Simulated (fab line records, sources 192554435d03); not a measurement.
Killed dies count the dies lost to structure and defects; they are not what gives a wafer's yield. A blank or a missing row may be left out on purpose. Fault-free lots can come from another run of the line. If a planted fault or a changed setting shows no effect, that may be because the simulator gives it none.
fab line records | flow n5-finfet
[record] lots = 11 | wafers = 33 | last-day = 21
route steps=1938 shown BEOL_M11@1551
lots with no fault: from the same line, run without faults
start-h: hours from the record's first day to the start of the lot's first wafer shown | wait-h: hours elapsed since this lot's preceding step | " the same as in the row above | L1.1+2: several wafers, shown together as one row | - no value, or no start given | * or withheld: withheld | < > ~ a bound
route shown NAME@n: NAME is a module with steps in the file, n the number in the route of the first one | usual: the fault-free wafers' mean and standard deviation | same: alike in all rows | chamber/n: place in a boat | sites: the reading at each site | _std_site: how widely they spread, as a standard deviation | _edge_site: outer sites' mean less inner sites' | radius-mm: how far each site lies from the wafer's centre | mask NAME#n: copy n | behind: the tool/chamber that last shaped the wafer | hold: cause of the lot's hold/its duration in hours/its outcome | device: transistor that didn't switch, given as n, p or np | end of line: the same wafers' tests at the end of the route | where a step has no rows: the recipe by itself | killed: at the first sort, the dies lost to defects and structure; wafer yield is something else | map: a wafer's dies, x killed, . not, _ none there
set.NAME: the setting the step ran with; set.NAME@STEP: the setting that earlier step ran with | model.NAME: the simulator's own value behind a step, which no gauge read
one table for each step of the route and one row for each wafer, over a sample of lots
services: the hour from which a tool's chamber was out of use, counted from the record's first day as start-h (under 0 if before that day), plus the number of hours and why
[[steps]]
[step N5_BEOL_M11_INSPECT_13]
[recipe] mode = adi | inspect-instrument = brightfield
[usual] raw-defect-count = 412/90
lot.wafer | tool              | chamber | start-h | wait-h | raw-defect-count
L896.1    | defect-inspect-01 | -       | 303.80  | 0.0    | 310
L896.4    | "                 | -       | "       | "      | 218
L896.6    | "                 | -       | "       | "      | 274
L904.3    | defect-inspect-02 | -       | 344.23  | 0.0    | 379
L904.4    | "                 | -       | "       | "      | 548
L904.6    | "                 | -       | "       | "      | 474
L901.4    | defect-inspect-02 | -       | 354.55  | 0.0    | 432
L901.5    | "                 | -       | "       | "      | 433
L901.6    | "                 | -       | "       | "      | 384
L911.1    | defect-inspect-01 | -       | 412.11  | 0.0    | 485
L911.2    | "                 | -       | "       | "      | 399
L911.4    | "                 | -       | "       | "      | 362
L910.2    | defect-inspect-01 | -       | 418.50  | 0.0    | 392
L910.5    | "                 | -       | "       | "      | 287
L910.6    | "                 | -       | "       | "      | 349
L909.1    | defect-inspect-02 | -       | 418.66  | 0.0    | 271
L909.2    | "                 | -       | "       | "      | 298
L909.6    | "                 | -       | "       | "      | 326
L913.3    | defect-inspect-01 | -       | 423.99  | 0.0    | 398
L913.4    | "                 | -       | "       | "      | 448
L913.5    | "                 | -       | "       | "      | 461
L918.1    | defect-inspect-01 | -       | 429.13  | 0.0    | 358
L918.2    | "                 | -       | "       | "      | 352
L918.5    | "                 | -       | "       | "      | 415
L915.2    | defect-inspect-02 | -       | 448.44  | 0.0    | 422
L915.3    | "                 | -       | "       | "      | 454
L915.6    | "                 | -       | "       | "      | 417
L917.1    | defect-inspect-01 | -       | 448.67  | 0.0    | 308
L917.2    | "                 | -       | "       | "      | 357
L917.6    | "                 | -       | "       | "      | 371
L919.4    | defect-inspect-01 | -       | 457.03  | 0.0    | 332
L919.5    | "                 | -       | "       | "      | 386
L919.6    | "                 | -       | "       | "      | 387
[step N5_BEOL_M11_DESCUM_16]
[recipe] chemistry = O2 | time-s = 7.9 | source-power-w = 50 | bias-power-w = 20 | pressure-mtorr = 20 | rf-frequency-hz = 2.712e+07 | temp-c = 40 | resist = CAR-ArF | o2-flow-sccm = 225
[usual] drypump-motor-current-A = 5.6/0.43 | oes-product-au = 0.80/0.088 | rf-vpp-V = 243.3/1.5 | showerhead-plenum-p-Torr = 2.10/0.085 | throttle-valve-pct = 20.38/0.25
[same] time-s = 7.9
lot.wafer | tool        | chamber | start-h | wait-h | drypump-motor-current-A | oes-product-au | rf-hours-counter-h | rf-vpp-V | showerhead-plenum-p-Torr | throttle-valve-pct
L896.1    | rie-diel-05 | 1       | 303.87  | 0.1    | 5.5                     | 0.69           | 237                | 245.2    | 2.12                     | 20.42
L896.4    | "           | 2       | "       | "      | 6.1                     | 0.75           | 160                | 245.0    | 2.18                     | 20.34
L896.6    | "           | 1       | "       | "      | 5.6                     | 0.69           | -                  | 245.1    | 2.12                     | 20.42
L904.3    | rie-diel-06 | 2       | 344.36  | 0.1    | 5.6                     | 0.96           | 7                  | 242.7    | 2.04                     | 19.84
L904.4    | "           | 3       | "       | "      | 6.1                     | 0.87           | 51                 | 242.9    | 2.12                     | 20.34
L904.6    | "           | 2       | "       | "      | 5.5                     | 0.96           | -                  | 241.8    | 2.04                     | 19.84
L901.4    | rie-diel-06 | 2       | 354.70  | 0.2    | 5.5                     | 0.94           | -                  | 243.1    | 2.04                     | 19.85
L901.5    | "           | 0       | "       | "      | 5.8                     | 0.75           | -                  | 242.6    | 2.05                     | 20.46
L901.6    | "           | 3       | "       | "      | 6.1                     | 0.87           | -                  | 242.0    | 2.12                     | 20.36
L911.1    | rie-diel-02 | 0       | 412.14  | 0.0    | 4.9                     | 0.88           | 46                 | 244.9    | 2.23                     | 20.77
L911.2    | "           | 2       | "       | "      | 5.0                     | 0.90           | 25                 | 242.7    | 2.14                     | 20.23
L911.4    | "           | 1       | "       | "      | 6.4                     | 0.76           | 147                | 244.5    | 2.21                     | 20.56
L910.2    | rie-diel-05 | 3       | 418.53  | 0.0    | 5.7                     | 0.67           | 235                | 240.4    | 1.96                     | 20.35
L910.5    | "           | 0       | "       | "      | 5.0                     | 0.68           | -                  | 241.6    | 1.98                     | 20.73
L910.6    | "           | 3       | "       | "      | 5.7                     | 0.67           | -                  | 240.8    | 1.96                     | 20.33
L909.1    | rie-diel-05 | 2       | 419.07  | 0.4    | 6.1                     | 0.71           | 199                | 245.4    | 2.16                     | 20.39
L909.2    | "           | 3       | "       | "      | 5.7                     | 0.67           | 236                | 241.1    | 1.96                     | 20.33
L909.6    | "           | 2       | "       | "      | 6.1                     | 0.72           | -                  | 243.3    | 2.16                     | 20.38
L913.3    | rie-diel-02 | 1       | 424.02  | 0.0    | 6.4                     | 0.75           | 151                | 245.6    | 2.21                     | 20.55
L913.4    | "           | 3       | "       | "      | 5.7                     | 0.78           | 149                | 241.4    | 1.99                     | 20.74
L913.5    | "           | 1       | "       | "      | 6.4                     | 0.75           | -                  | 244.1    | 2.21                     | 20.56
L918.1    | rie-diel-06 | 1       | 429.21  | 0.1    | 5.5                     | 0.73           | 157                | 244.6    | 2.18                     | 20.31
L918.2    | "           | 2       | "       | "      | 5.5                     | 0.90           | 32                 | 241.5    | 2.03                     | 19.88
L918.5    | "           | 2       | "       | "      | 5.5                     | 0.89           | -                  | 241.9    | 2.03                     | 19.88
L915.2    | rie-diel-06 | 1       | 449.04  | 0.6    | 5.5                     | 0.72           | 164                | 244.5    | 2.18                     | 20.32
L915.3    | "           | 0       | "       | "      | 5.8                     | 0.72           | 201                | 243.0    | 2.04                     | 20.51
L915.6    | "           | 2       | "       | "      | 5.5                     | 0.88           | -                  | 242.7    | 2.03                     | 19.88
L917.1    | rie-diel-02 | 1       | 449.17  | 0.5    | 6.4                     | 0.75           | 160                | 244.8    | 2.20                     | 20.56
L917.2    | "           | 2       | "       | "      | 5.0                     | 0.89           | 37                 | 243.7    | 2.14                     | 20.25
L917.6    | "           | 3       | "       | "      | 5.7                     | 0.77           | -                  | 241.4    | 1.99                     | 20.72
L919.4    | rie-diel-05 | 1       | 457.11  | 0.1    | 5.5                     | 0.88           | -                  | 243.7    | 2.10                     | 20.09
L919.5    | "           | 3       | "       | "      | 5.7                     | 0.66           | -                  | 241.4    | 1.96                     | 20.34
L919.6    | "           | 2       | "       | "      | 6.1                     | 0.70           | -                  | 245.7    | 2.16                     | 20.41
[step N5_BEOL_M11_ETCH_62]
[recipe] chemistry = N2/H2 | target = SOC | target-depth-a = 1100 | overetch-a = 220 | mask-material = SiARC | temp-c = 40 | time-s = 165 | ion-energy-ev = 200 | pressure-mtorr = 30 | source-w = 840 | bias-w = 150 | n2-flow-sccm = 200 | h2-flow-sccm = 200
[usual] bias-w = 150.0/0.46 | drypump-motor-current-A = 5.6/0.44 | oes-product-au = 0.68/0.068 | rf-vpp-V = 524.4/2.7 | showerhead-plenum-p-Torr = 2.56/0.089 | throttle-valve-pct = 17.8/0.33
[same] time-s = 165
lot.wafer | tool        | chamber | start-h | wait-h | bias-w | drypump-motor-current-A | oes-product-au | rf-hours-counter-h | rf-vpp-V | showerhead-plenum-p-Torr | throttle-valve-pct
L896.1    | rie-diel-05 | 1       | 303.96  | 0.0    | 150.4  | 5.6                     | 0.59           | 237                | 524.4    | 2.63                     | 18.2
L896.4    | "           | 2       | "       | "      | 150.0  | 6.1                     | 0.63           | 160                | 526.4    | 2.67                     | 18.0
L896.6    | "           | 1       | "       | "      | 150.2  | 5.6                     | 0.59           | -                  | 526.8    | 2.63                     | 18.1
L904.3    | rie-diel-06 | 2       | 344.44  | 0.0    | 149.1  | 5.6                     | 0.80           | 7                  | 521.7    | 2.48                     | 17.3
L904.4    | "           | 3       | "       | "      | 150.0  | 6.1                     | 0.74           | 51                 | 526.2    | 2.58                     | 17.7
L904.6    | "           | 2       | "       | "      | 149.4  | 5.6                     | 0.81           | -                  | 523.6    | 2.48                     | 17.3
L901.4    | rie-diel-06 | 2       | 354.84  | 0.1    | 149.3  | 5.5                     | 0.80           | -                  | 522.5    | 2.48                     | 17.3
L901.5    | "           | 0       | "       | "      | 150.5  | 5.8                     | 0.63           | -                  | 524.7    | 2.55                     | 18.2
L901.6    | "           | 3       | "       | "      | 150.0  | 6.1                     | 0.73           | -                  | 523.5    | 2.58                     | 17.7
L911.1    | rie-diel-02 | 0       | 412.23  | 0.0    | 149.9  | 4.9                     | 0.74           | 46                 | 529.4    | 2.68                     | 18.0
L911.2    | "           | 2       | "       | "      | 149.6  | 5.0                     | 0.75           | 25                 | 524.6    | 2.59                     | 17.6
L911.4    | "           | 1       | "       | "      | 150.7  | 6.4                     | 0.65           | 147                | 527.2    | 2.65                     | 17.7
L910.2    | rie-diel-05 | 3       | 418.62  | 0.0    | 149.4  | 5.7                     | 0.59           | 235                | 519.7    | 2.41                     | 17.9
L910.5    | "           | 0       | "       | "      | 150.3  | 5.0                     | 0.57           | -                  | 521.0    | 2.39                     | 18.0
L910.6    | "           | 3       | "       | "      | 148.8  | 5.7                     | 0.60           | -                  | 519.7    | 2.41                     | 17.9
L909.1    | rie-diel-05 | 2       | 419.15  | 0.0    | 150.1  | 6.1                     | 0.61           | 199                | 525.3    | 2.66                     | 18.1
L909.2    | "           | 3       | "       | "      | 149.8  | 5.7                     | 0.59           | 236                | 519.5    | 2.41                     | 17.9
L909.6    | "           | 2       | "       | "      | 149.5  | 6.1                     | 0.61           | -                  | 524.2    | 2.66                     | 18.1
L913.3    | rie-diel-02 | 1       | 424.11  | 0.0    | 149.5  | 6.4                     | 0.64           | 151                | 526.9    | 2.64                     | 17.7
L913.4    | "           | 3       | "       | "      | 150.5  | 5.7                     | 0.65           | 149                | 520.7    | 2.47                     | 18.6
L913.5    | "           | 1       | "       | "      | 149.2  | 6.4                     | 0.64           | -                  | 527.6    | 2.64                     | 17.7
L918.1    | rie-diel-06 | 1       | 429.29  | 0.0    | 150.7  | 5.6                     | 0.64           | 157                | 525.4    | 2.63                     | 17.5
L918.2    | "           | 2       | "       | "      | 150.0  | 5.5                     | 0.76           | 32                 | 523.3    | 2.47                     | 17.3
L918.5    | "           | 2       | "       | "      | 150.3  | 5.5                     | 0.75           | -                  | 521.2    | 2.47                     | 17.3
L915.2    | rie-diel-06 | 1       | 449.13  | 0.0    | 150.0  | 5.5                     | 0.63           | 164                | 526.7    | 2.62                     | 17.5
L915.3    | "           | 0       | "       | "      | 151.1  | 5.8                     | 0.62           | 201                | 524.5    | 2.54                     | 18.3
L915.6    | "           | 2       | "       | "      | 150.0  | 5.5                     | 0.76           | -                  | 522.6    | 2.47                     | 17.3
L917.1    | rie-diel-02 | 1       | 449.26  | 0.0    | 149.4  | 6.4                     | 0.63           | 160                | 526.9    | 2.64                     | 17.8
L917.2    | "           | 2       | "       | "      | 150.0  | 5.0                     | 0.73           | 37                 | 524.9    | 2.59                     | 17.6
L917.6    | "           | 3       | "       | "      | 150.3  | 5.7                     | 0.64           | -                  | 522.1    | 2.47                     | 18.6
L919.4    | rie-diel-05 | 1       | 457.24  | 0.1    | 149.7  | 5.6                     | 0.75           | -                  | 524.5    | 2.61                     | 17.8
L919.5    | "           | 3       | "       | "      | 150.8  | 5.8                     | 0.58           | -                  | 520.8    | 2.40                     | 17.9
L919.6    | "           | 2       | "       | "      | 149.5  | 6.1                     | 0.60           | -                  | 526.1    | 2.65                     | 18.1
[step N5_BEOL_M11_COAT_63]
[recipe] resist = SOC | temp-c = 250 | time-s = 60 | spin-rpm = 1500 | resist-thk-nm = 100
[usual] resist-line-temp-C = 23.03/0.1 | spin-speed-rpm = 1499.9/1
[same] time-s = 60
lot.wafer | tool           | chamber | start-h | wait-h | resist-line-temp-C | spin-speed-rpm
L896.1    | litho-track-01 | 0       | 304.79  | 0.4    | 23.07              | 1501.0
L896.4    | "              | 0       | "       | "      | 22.89              | 1499.9
L896.6    | "              | 0       | "       | "      | 23.02              | 1497.4
L904.3    | litho-track-02 | 0       | 345.58  | 0.6    | 22.96              | 1455.2
L904.4    | "              | 0       | "       | "      | 22.86              | 1454.7
L904.6    | "              | 0       | "       | "      | 22.99              | 1454.5
L901.4    | litho-track-02 | 0       | 356.82  | 1.7    | 23.11              | 1455.2
L901.5    | "              | 0       | "       | "      | 23.19              | 1453.5
L901.6    | "              | 0       | "       | "      | 23.21              | 1454.7
L911.1    | litho-track-01 | 0       | 413.23  | 0.5    | 22.92              | 1500.6
L911.2    | "              | 0       | "       | "      | 23.06              | 1499.1
L911.4    | "              | 0       | "       | "      | 23.10              | 1500.9
L910.2    | litho-track-01 | 0       | 422.44  | 3.3    | 23.00              | 1499.7
L910.5    | "              | 0       | "       | "      | 22.95              | 1499.3
L910.6    | "              | 0       | "       | "      | 23.15              | 1499.2
L909.1    | litho-track-02 | 0       | 422.44  | 2.8    | 22.92              | 1499.6
L909.2    | "              | 0       | "       | "      | 22.99              | 1499.5
L909.6    | "              | 0       | "       | "      | 22.80              | 1500.1
L913.3    | litho-track-01 | 0       | 424.51  | 0.0    | 23.19              | 1500.4
L913.4    | "              | 0       | "       | "      | 23.14              | 1499.3
L913.5    | "              | 0       | "       | "      | 23.13              | 1498.4
L918.1    | litho-track-01 | 0       | 431.74  | 2.0    | 22.91              | 1500.4
L918.2    | "              | 0       | "       | "      | 23.07              | 1499.5
L918.5    | "              | 0       | "       | "      | 23.06              | 1499.4
L915.2    | litho-track-02 | 0       | 450.04  | 0.4    | 22.87              | 1500.8
L915.3    | "              | 0       | "       | "      | 22.90              | 1499.4
L915.6    | "              | 0       | "       | "      | 22.90              | 1498.7
L917.1    | litho-track-02 | 0       | 450.21  | 0.6    | 23.05              | 1499.9
L917.2    | "              | 0       | "       | "      | 23.10              | 1500.0
L917.6    | "              | 0       | "       | "      | 23.04              | 1498.5
L919.4    | litho-track-02 | 0       | 459.68  | 2.1    | 23.03              | 1499.2
L919.5    | "              | 0       | "       | "      | 23.15              | 1499.6
L919.6    | "              | 0       | "       | "      | 23.29              | 1499.3
[[services]]
tool        | chamber | start-h | hours | kind
rie-diel-06 | 0       | 285.76  | 6.9   | repair
rie-diel-06 | 2       | 292.73  | -     | clean
rie-diel-06 | 2       | 292.73  | -     | consumable-replace:focus-ring
rie-diel-06 | 2       | 292.73  | 33.7  | scheduled-down
rie-diel-06 | 2       | 292.73  | 33.7  | vent-cycle
rie-diel-02 | 2       | 317.30  | -     | clean
rie-diel-02 | 2       | 317.30  | -     | consumable-replace:focus-ring
rie-diel-02 | 2       | 317.30  | 12.3  | scheduled-down
rie-diel-05 | 0       | 344.40  | 2.8   | repair
rie-diel-05 | 1       | 347.18  | -     | clean
rie-diel-05 | 1       | 347.18  | -     | consumable-replace:esc
rie-diel-05 | 1       | 347.18  | -     | consumable-replace:focus-ring
rie-diel-05 | 1       | 347.18  | 37.7  | scheduled-down
rie-diel-05 | 1       | 347.18  | 37.7  | vent-cycle
rie-diel-02 | 1       | 367.74  | 5.0   | repair
rie-diel-06 | 0       | 401.30  | 8.8   | repair
rie-diel-06 | 0       | 411.47  | 6.5   | repair
rie-diel-02 | 2       | 417.51  | 2.8   | repair
rie-diel-06 | 2       | 431.53  | 15.6  | repair
rie-diel-05 | 0       | 444.10  | -     | clean
rie-diel-05 | 0       | 444.10  | -     | consumable-replace:focus-ring
rie-diel-05 | 0       | 444.10  | -     | consumable-replace:showerhead
rie-diel-05 | 0       | 444.10  | 18.9  | scheduled-down
rie-diel-05 | 0       | 444.10  | 18.9  | vent-cycle
[[key]]
[first-sign] step = N5_BEOL_M11_COAT_63 | reading = spin-speed-rpm | direction = down | sigmas = 44 | usual = * | struck = *
effect none on later readings
met-at N5_BEOL_M11_COAT_63
struck-lots L901,L904
not-acting-at N5_BEOL_M11_INSPECT_13,N5_BEOL_M11_DESCUM_16,N5_BEOL_M11_ETCH_62
[fault] kind = process-parameter-drift | tool = litho-track-02 | chamber = - | onset-h = 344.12 | steps = N5_BEOL_M11_COAT_63 | channel = spin-rpm | offset = * | shape = step | end-h = 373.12 | acts-in = * | stated = *
